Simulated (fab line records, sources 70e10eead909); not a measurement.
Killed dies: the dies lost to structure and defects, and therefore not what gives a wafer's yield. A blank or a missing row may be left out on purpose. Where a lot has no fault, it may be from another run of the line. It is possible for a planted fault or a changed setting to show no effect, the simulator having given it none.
The tool behind it: which one? -- flow nand_harc -- 6 lots with 18 wafers sampled at 4 steps, on a route of 1302 steps

## WHAT EACH GAUGE READ, for each wafer
NHARC_END_SORT_01.
lot,measured,on,killed_at_array
L743,day 32 06:51,prober-01,104 105 124

## WHICH TOOL RAN EACH LOT (tool, then ch and the chambers of the sampled wafers, then the start)
lot,NHARC_A_WL_FILL_CVD_03,NHARC_A_BONDPAD_ETCH_34,NHARC_A_BONDPAD_PRE_CLEAN_26
L731,"cvd_w-02 ch 0,1, day 20 06:11","rie_diel-02 ch 0,3, day 22 21:07","pvd_sputter-03, no start"
L739,"cvd_w-02 ch 0,1, day 22 21:09","rie_diel-02 ch 1,2,3, day 25 15:04","pvd_sputter-03, no start"
L743,"cvd_w-01 ch 0,1, day 23 17:37","rie_diel-07 ch 0,2,3, day 26 17:36","pvd_sputter-03, day 32 06:51 or earlier"
L746,"cvd_w-02 ch 0,1, day 25 09:31","rie_diel-02 ch 0,1,2, day 28 04:38","pvd_sputter-02, no start"
L749,"cvd_w-01 ch 0, day 26 15:40","rie_diel-07 ch 2,3, day 29 08:53","pvd_sputter-02, no start"
L751,"cvd_w-01 ch 0,1, day 28 02:42","rie_diel-02 ch 1,2,3, day 30 14:50","pvd_sputter-02, no start"
- NHARC_A_WL_FILL_CVD_03: deposits W, target thk 40 nm, time 279 s.
- NHARC_A_BONDPAD_ETCH_34: etches the open film in N2/H2, target depth 60 nm, overetch 18 nm, time 65.91 s.
- NHARC_A_BONDPAD_PRE_CLEAN_26: time 30 s.

## THE ANSWER, worked out from the rows above alone
Rule: the usual values come from the lots themselves. Put in order of their means at a reading, lots are off if they are a third of the lots or fewer, leave a main group of 4 or more, and stand apart from it by a gap of 3 or more times the standard deviation of the main group's means; of several such gaps the widest counts. The tables above print the reading to a certain number of digits; a main group whose means all agree to those digits is not used. A lot without any number at a reading at which 4 lots or more have one is off too. All remaining lots with rows at the step are treated as sound.
Across all readings shown, no lot is off: no conclusion can be drawn from this.

## WHAT THE SIMULATOR HAD PUT IN
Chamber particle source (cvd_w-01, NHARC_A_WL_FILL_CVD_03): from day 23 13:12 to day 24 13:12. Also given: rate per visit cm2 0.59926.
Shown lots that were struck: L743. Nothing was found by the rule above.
